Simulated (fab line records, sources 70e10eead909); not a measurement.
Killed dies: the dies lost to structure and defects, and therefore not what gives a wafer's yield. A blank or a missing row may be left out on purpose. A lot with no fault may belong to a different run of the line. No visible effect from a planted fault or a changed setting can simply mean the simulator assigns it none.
Chamber matching :: flow nandHarc :: NHARC_A_CONTACT_ETCH_90 on rieDiel-05: 4 sister chambers
The step etches the open film in CH3F/O2, target depth 40 nm, time 85.7 s. 4 wafers are shown with their chamber, then 12 later ones without.

EACH WAFER AND ITS CHAMBER
wafer: L084.2
chamber: 1
showerheadPlenumPTorr (Torr): 2.49

wafer: L088.2
chamber: 0
showerheadPlenumPTorr (Torr): 2.47

wafer: L088.3
chamber: 3
showerheadPlenumPTorr (Torr): 2.55

wafer: L088.6
chamber: 2
showerheadPlenumPTorr (Torr): 2.34

WAFERS WHOSE CHAMBER IS MISSING
wafer: L089.4
showerheadPlenumPTorr (Torr): 2.34

wafer: L089.5
showerheadPlenumPTorr (Torr): 2.47

wafer: L089.6
showerheadPlenumPTorr (Torr): 2.49

wafer: L091.1
showerheadPlenumPTorr (Torr): 2.34

wafer: L091.5
showerheadPlenumPTorr (Torr): 2.34

wafer: L091.6
showerheadPlenumPTorr (Torr): 2.54

wafer: L093.1
showerheadPlenumPTorr (Torr): 2.54

wafer: L093.2
showerheadPlenumPTorr (Torr): 2.33

wafer: L093.5
showerheadPlenumPTorr (Torr): 2.33

wafer: L096.2
showerheadPlenumPTorr (Torr): 2.33

wafer: L096.4
showerheadPlenumPTorr (Torr): 2.48

wafer: L096.6
showerheadPlenumPTorr (Torr): 2.33

EACH ONE'S CHAMBER
wafer: L089.4
from the rows above: 2
in truth: 2

wafer: L089.5
from the rows above: 0
in truth: 0

wafer: L089.6
from the rows above: 1
in truth: 1

wafer: L091.1
from the rows above: 2
in truth: 2

wafer: L091.5
from the rows above: 2
in truth: 2

wafer: L091.6
from the rows above: 3
in truth: 3

wafer: L093.1
from the rows above: 3
in truth: 3

wafer: L093.2
from the rows above: 2
in truth: 2

wafer: L093.5
from the rows above: 2
in truth: 2

wafer: L096.2
from the rows above: 2
in truth: 2

wafer: L096.4
from the rows above: can't be placed: 0 or 1
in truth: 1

wafer: L096.6
from the rows above: 2
in truth: 2
11 of 12 placed correctly. These rows do not allow placing 1 (true chamber among the candidates in 1). Wrongly placed: 0.
How it was worked out, from the rows above alone: a wafer's distance from a chamber is the root of the sum, over the readings, of the square of ((its reading less the chamber's mean) divided by the reading's scatter). If the next closest chamber is less than 2 further off than the closest, the wafer can't be placed; otherwise it belongs to the closest. For every chamber, the mean is computed from those of its wafers that are shown. The scatter: root of mean squared gap, hidden wafer to nearest shown wafer, with one shown wafer a chamber.
